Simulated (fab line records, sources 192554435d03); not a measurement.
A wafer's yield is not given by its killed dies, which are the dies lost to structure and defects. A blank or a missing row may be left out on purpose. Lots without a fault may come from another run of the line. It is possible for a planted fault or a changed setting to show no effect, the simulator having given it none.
The tool behind it: which one? + flow n5Finfet + Sampling: 10 lots, 30 wafers, 5 of 1938 route steps

## WHAT EACH GAUGE READ, for each wafer
N5_BEOL_M3_RS_MEAS_58: the measuring method here is four-point-probe.
| lot  | measured     | on           | M3_RS (ohm/sq) |
|------|--------------|--------------|----------------|
| L847 | day 8 20:11  | filmMetro-01 | 0.67 0.68 0.66 |
| L850 | day 9 15:50  | filmMetro-02 | 0.68 0.64 0.62 |
| L852 | day 10 03:40 | filmMetro-01 | 0.67 0.71 0.64 |
| L855 | day 12 18:11 | filmMetro-02 | 0.66 0.67 0.65 |
| L858 | day 12 23:43 | filmMetro-01 | 0.66 0.64 0.67 |
| L862 | day 13 01:15 | filmMetro-01 | 0.73 0.65 0.65 |
| L863 | day 13 01:24 | filmMetro-01 | 0.71 0.64 0.65 |
| L860 | day 13 03:11 | filmMetro-01 | 0.67 0.64 0.64 |
| L861 | day 13 05:03 | filmMetro-02 | 0.72 0.66 0.64 |
| L864 | day 13 09:46 | filmMetro-02 | 0.63 0.63 0.61 |

N5_BEOL_M4_RC_MEAS_101.
| lot  | measured     | on        | DIBL_N (mV/V)  | DIBL_P (mV/V)  | IOFF_N (nA/um) | IOFF_P (nA/um) | ION_N (uA/um) | ION_P (uA/um) | SS_N (mV/dec)  | SS_P (mV/dec)  | VT_N (mV)   | VT_P (mV)            |
|------|--------------|-----------|----------------|----------------|----------------|----------------|---------------|---------------|----------------|----------------|-------------|----------------------|
| L847 | day 9 08:04  | prober-02 | 33.9 38.6 34.7 | 33.5 38.1 34.7 | 0.11 0.20 0.13 | 0.17 0.24 0.20 | 670 680 672   | 470 465 466   | 70.8 70.9 69.8 | 73.3 73.7 72.4 | 255 249 253 | -255.4 -248.3 -250.2 |
| L850 | day 10 03:26 | prober-02 | 38.1 35.9 36.9 | 36.5 34.8 36.1 | 0.17 0.14 0.15 | 0.23 0.20 0.22 | 684 675 661   | 472 468 462   | 71.6 70.9 71.7 | 73.5 72.3 73.3 | 248 250 252 | -248.6 -249.5 -247.4 |
| L852 | day 10 10:26 | prober-02 | 36.7 33.5 35.0 | 35.8 32.1 34.4 | 0.16 0.10 0.13 | 0.22 0.16 0.19 | 686 656 678   | 469 457 463   | 71.6 70.9 71.0 | 73.4 72.8 73.4 | 250 256 251 | -249.1 -253.1 -250.4 |
| L855 | day 13 09:56 | prober-01 | 33.6 38.5 33.4 | 33.2 38.7 33.4 | 0.13 0.22 0.12 | 0.18 0.27 0.18 | 654 687 657   | 452 469 458   | 71.5 72.2 71.7 | 73.0 73.7 73.0 | 251 245 253 | -250.5 -247.3 -251.6 |
| L858 | day 14 09:51 | prober-01 | 35.2 33.0 36.3 | 36.0 35.1 38.6 | 0.13 0.12 0.15 | 0.18 0.16 0.22 | 661 669 668   | 457 457 466   | 71.8 70.7 70.7 | 72.7 71.9 73.0 | 254 253 253 | -253.5 -253.4 -248.7 |
| L862 | day 14 15:30 | prober-01 | 36.0 38.9 37.3 | 35.6 39.2 36.9 | 0.14 0.20 0.16 | 0.19 0.25 0.21 | 664 684 685   | 456 469 462   | 71.3 72.1 71.8 | 72.3 73.7 73.2 | 251 246 250 | -252.3 -249.2 -249.8 |
| L863 | day 14 00:14 | prober-02 | 36.3 38.9 38.1 | 37.6 40.8 39.7 | 0.16 0.22 0.20 | 0.22 0.28 0.26 | 682 684 709   | 468 473 484   | 71.6 72.1 71.6 | 73.7 74.7 74.1 | 251 246 245 | -250.8 -246.8 -246.6 |
| L860 | day 13 15:39 | prober-02 | 37.7 37.1 35.4 | 38.0 36.4 35.3 | 0.17 0.16 0.13 | 0.21 0.19 0.18 | 679 667 665   | 457 447 458   | 72.3 72.0 71.1 | 73.4 72.9 73.0 | 250 253 252 | -251.3 -255.7 -252.1 |
| L861 | day 13 20:59 | prober-01 | 38.4 36.6 37.4 | 36.9 34.3 36.5 | 0.19 0.15 0.18 | 0.25 0.21 0.24 | 681 674 694   | 468 468 474   | 72.3 71.7 71.3 | 73.4 73.4 73.3 | 246 248 246 | -245.4 -246.7 -247.4 |
| L864 | day 14 20:30 | prober-02 | 36.4 34.0 36.9 | 38.1 35.8 38.7 | 0.16 0.13 0.19 | 0.23 0.20 0.24 | 671 686 691   | 467 475 480   | 71.5 70.5 71.2 | 73.8 73.1 73.9 | 252 253 245 | -246.8 -248.7 -246.6 |

## EACH LOT AND THE TOOL THAT RAN IT (in order: tool; ch and the chambers of the sampled wafers; start)
| lot  | N5_BEOL_M3_SPUTTER_86       | N5_BEOL_M3_ANNEAL_89        | N5_BEOL_M4_PECVD_72             |
|------|-----------------------------|-----------------------------|---------------------------------|
| L847 | pvdSputter-02, day 8 17:57  | pvdSputter-02, day 8 18:15  | pecvd-03 ch 0,1, day 8 20:21    |
| L850 | pvdSputter-03, day 9 13:34  | pvdSputter-03, day 9 13:53  | pecvd-01 ch 0,1, day 9 16:02    |
| L852 | pvdSputter-01, day 10 00:59 | pvdSputter-01, day 10 01:17 | pecvd-01 ch 0,1, day 10 03:50   |
| L855 | pvdSputter-02, day 12 16:00 | pvdSputter-02, day 12 16:18 | pecvd-03 ch 0,1, day 12 18:22   |
| L858 | pvdSputter-02, day 12 21:34 | pvdSputter-02, day 12 21:52 | pecvd-04 ch 0,1,2, day 12 23:53 |
| L862 | pvdSputter-03, day 12 23:01 | pvdSputter-03, day 12 23:19 | pecvd-04 ch 0,2, day 13 01:26   |
| L863 | pvdSputter-01, day 12 23:01 | pvdSputter-01, day 12 23:19 | pecvd-01 ch 1,2, day 13 01:35   |
| L860 | pvdSputter-03, day 13 01:02 | pvdSputter-03, day 13 01:20 | pecvd-01 ch 1,2, day 13 03:23   |
| L861 | pvdSputter-03, day 13 02:53 | pvdSputter-03, day 13 03:11 | pecvd-04 ch 0,1, day 13 05:14   |
| L864 | pvdSputter-03, day 13 07:37 | pvdSputter-03, day 13 07:55 | pecvd-04 ch 0,1,2, day 13 09:57 |
- N5_BEOL_M3_SPUTTER_86: material Cu, target thk 4.5 nm, time 8.29 s.
- N5_BEOL_M3_ANNEAL_89: time 240 s.
- N5_BEOL_M4_PECVD_72: deposits SiO2 from TEOS/O2, target thk 16 nm, time 18 s.

## WHAT THE TOOLS THEMSELVES READ (means of the sampled wafers that have a number; where no wafer has one, the mark that the record gives instead)
N5_BEOL_M3_SPUTTER_86.
| lot  | tool          | throttleValvePct (%) |
|------|---------------|----------------------|
| L847 | pvdSputter-02 | 29.6                 |
| L850 | pvdSputter-03 | 29.9                 |
| L852 | pvdSputter-01 | 29.1                 |
| L855 | pvdSputter-02 | 29.8                 |
| L858 | pvdSputter-02 | 29.7                 |
| L862 | pvdSputter-03 | 30.0                 |
| L863 | pvdSputter-01 | 30.1                 |
| L860 | pvdSputter-03 | 29.6                 |
| L861 | pvdSputter-03 | 30.4                 |
| L864 | pvdSputter-03 | 30.2                 |

N5_BEOL_M3_ANNEAL_89.
| lot  | tool          | heaterPowerW (W) |
|------|---------------|------------------|
| L847 | pvdSputter-02 | 847              |
| L850 | pvdSputter-03 | 823              |
| L852 | pvdSputter-01 | 770              |
| L855 | pvdSputter-02 | 829              |
| L858 | pvdSputter-02 | 874              |
| L862 | pvdSputter-03 | 819              |
| L863 | pvdSputter-01 | 796              |
| L860 | pvdSputter-03 | 870              |
| L861 | pvdSputter-03 | 925              |
| L864 | pvdSputter-03 | 869              |

N5_BEOL_M4_PECVD_72.
| lot  | tool     | chamberPressureTorr (Torr) | heaterPowerOuterW (W) | heaterPowerW (W) | showerheadPlenumPTorr (Torr) | throttleValvePct (%) |
|------|----------|----------------------------|-----------------------|------------------|------------------------------|----------------------|
| L847 | pecvd-03 | 5.510                      | 414                   | 738              | 8.73                         | 22.0                 |
| L850 | pecvd-01 | 5.504                      | 394                   | 664              | 8.77                         | 23.6                 |
| L852 | pecvd-01 | 5.488                      | 375                   | 655              | 8.78                         | 23.9                 |
| L855 | pecvd-03 | 5.506                      | 401                   | 734              | 8.73                         | 22.1                 |
| L858 | pecvd-04 | -                          | -                     | -                | -                            | -                    |
| L862 | pecvd-04 | -                          | -                     | -                | -                            | -                    |
| L863 | pecvd-01 | 5.498                      | 385                   | 676              | 8.82                         | 22.9                 |
| L860 | pecvd-01 | -                          | -                     | -                | -                            | -                    |
| L861 | pecvd-04 | 5.502                      | 384                   | 674              | 8.78                         | 23.4                 |
| L864 | pecvd-04 | 5.508                      | 385                   | 676              | 8.76                         | 22.6                 |

## THE ANSWER, worked out from the rows above alone
Rule: usual is defined by the lots themselves. The widest of any qualifying gaps counts: lots, ordered by their means at a reading, are off when they make up no more than a third of the lots, leave a main group of 4 or more, and stand apart from it by 3 or more times the standard deviation of that group's means. The tables above print the reading to a certain number of digits; a main group whose means all agree to those digits is not used. A lot without any number at a reading at which 4 lots or more have one is off too. All remaining lots with rows at the step are treated as sound. After the gauges, taken in route order, come the tools' own readings; for these a lot's mean is taken, as printed above. The first step at which some lot is off is used, and at that step the reading that is off furthest; a lot without a number counts as furthest.
Off: L858, L862, L860 (N5_BEOL_M4_PECVD_72, chamberPressureTorr). Without a number there: L858, L862, L860. Main group: mean 5.502 Torr, sd 0.0069.
If a tool, at that step or one of the process steps before it, ran each lot that is off and ran no sound lot following the first of them, it fits. No candidate that was tried fits.

## WHAT WAS PUT IN BY THE SIMULATOR
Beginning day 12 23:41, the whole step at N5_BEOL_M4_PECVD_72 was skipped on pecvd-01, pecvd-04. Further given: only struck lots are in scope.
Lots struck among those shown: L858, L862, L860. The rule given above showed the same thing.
